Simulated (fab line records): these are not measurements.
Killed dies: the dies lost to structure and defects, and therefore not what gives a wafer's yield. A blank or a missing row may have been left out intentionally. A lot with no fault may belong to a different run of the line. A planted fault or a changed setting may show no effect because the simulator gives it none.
A struck lot beside a sound one -- flow nand harc -- 15 steps out of a route of 1302
Sound: these wafers, L664.3, L664.4, L664.5. Struck: wafer L670.4 (left out: L670.5, a lot-mate that was not struck); the cause follows at the end.
At each step with rows: each side's tool, then ch and its chambers, then its first start. Under that, the readings that differ: sound wafers -- struck wafers -- difference of the means -- sigmas: that difference in standard deviations of wafers without a fault.
alike: words and numbers the same on both sides, and readings whose means are apart by under 2 such deviations; not compared: readings that were withheld, readings missing a value for some wafer, numbers with overlapping values and no deviation given by the record, and bounds like >300 which may hide the same value.
A row with sigmas, a row that says differs or no value, or rows on one side alone: a step with any of these is where the two part. Numbers that don't overlap but have no deviation are shown without sigmas and don't part them. A reading that every wafer of one side lacks parts them only if that side has two wafers or more.

NHARC_A_CONTACT_ETCH_137: etches the open film in C4F8/O2/Ar, time 311 s, target depth 1912 nm.
  sound on har cap etch-01 ch 0,1, day 26 13:14; struck on har cap etch-03 ch 1, day 29 04:11
  not compared: rf hours counter h
then, 2 steps without rows for these wafers: NHARC_A_CONTACT_ETCH_138 (etches the open film in C4F8/O2/Ar, time 311 s, target depth 1914 nm); NHARC_A_CONTACT_ETCH_139 (etches the open film in C4F8/O2/Ar, time 195 s, target depth 840 nm).
NHARC_A_CONTACT_ETCH_92: etches the open film in CH3F/O2, target depth 40 nm, time 85.7 s.
  sound on rie diel-07 ch 0,3, day 26 14:16; struck on rie diel-07 ch 2, day 29 05:14
reading,sound,struck,difference,sigmas
rf vpp V (V),243.2 240.4 242.7,247.6,+5.5,+3
showerhead plenum p Torr (Torr),2.32 2.27 2.32,2.63,+0.33,+3
  alike: drypump motor current A, oes product au, throttle valve pct
  not compared: rf hours counter h
NHARC_A_CONTACT_ETCH_98: etches the open film in C4F6/O2, target depth 20 nm, time 10 s.
  sound on rie diel-07 ch 0,2; struck on rie diel-07 ch 2
  alike: drypump motor current A, oes product au, rf vpp V, showerhead plenum p Torr, throttle valve pct
  not compared: rf hours counter h
NHARC_A_CONTACT_CD_MEAS_15:
  sound: cd sem-02 at day 26 14:29; struck: cd sem-01 at day 29 05:26
  alike: cd nm
then, 3 steps without rows for these wafers: NHARC_A_CONTACT_STRIP_107 (strips in N2/H2); NHARC_A_CONTACT_STRIP_108 (strips in CF4/CHF3); NHARC_A_CONTACT_STRIP_109 (strips in O2/COS).
NHARC_A_CONTACT_ETCH_110: etches the open film in CF4/O2, target depth 60 nm, overetch 6 nm, time 33 s.
  sound on rie diel-12 ch 2,3, day 26 14:49; struck on rie diel-07 ch 1, day 29 05:43
  alike: drypump motor current A, oes product au, rf vpp V, showerhead plenum p Torr, throttle valve pct
  not compared: rf hours counter h
then, 2 steps without rows for these wafers: NHARC_A_CONTACT_STRIP_26 (strips in O2); NHARC_A_CONTACT_STRIP_27 (strips in post etch residue remover, time 600 s).
NHARC_A_CONTACT_ALD_18: deposits TiN, target thk 3 nm, pulse time 1 s, ald cycles 150.
  sound on ald metal-04 ch 0,1, day 26 15:29; struck on ald metal-02 ch 1, day 29 06:24
reading,sound,struck,difference,sigmas
ald cycles,150 150 150,134,-16,
susceptor temp C (C),449.78 450.02 449.88,450.39,+0.50,+2
  alike: heater power w, precursor pulse height rel
NHARC_A_CONTACT_CVD_19: deposits W, target thk 300 nm, time 802 s.
  sound on cvd w-01 ch 0,1; struck on cvd w-02 ch 1
reading,sound,struck,difference,sigmas
susceptor temp C (C),- - -,299.94,no value on the sound wafers,
  alike: heater power w, throttle valve pct
NHARC_END_SORT_01:
  sound on prober-02 ch 0, day 28 13:16; struck on prober-01 ch 0, day 31 06:16
  alike: killed at array, killed at other, killed at periphery, killed dies, killed open, killed short

== WHERE THEY PART ==
Earliest at NHARC_A_CONTACT_ETCH_92; latest, in this record, at NHARC_A_CONTACT_CVD_19. Later steps at which nothing parts them and some readings are alike: NHARC_END_SORT_01.

WHY: what had been put in by the simulator
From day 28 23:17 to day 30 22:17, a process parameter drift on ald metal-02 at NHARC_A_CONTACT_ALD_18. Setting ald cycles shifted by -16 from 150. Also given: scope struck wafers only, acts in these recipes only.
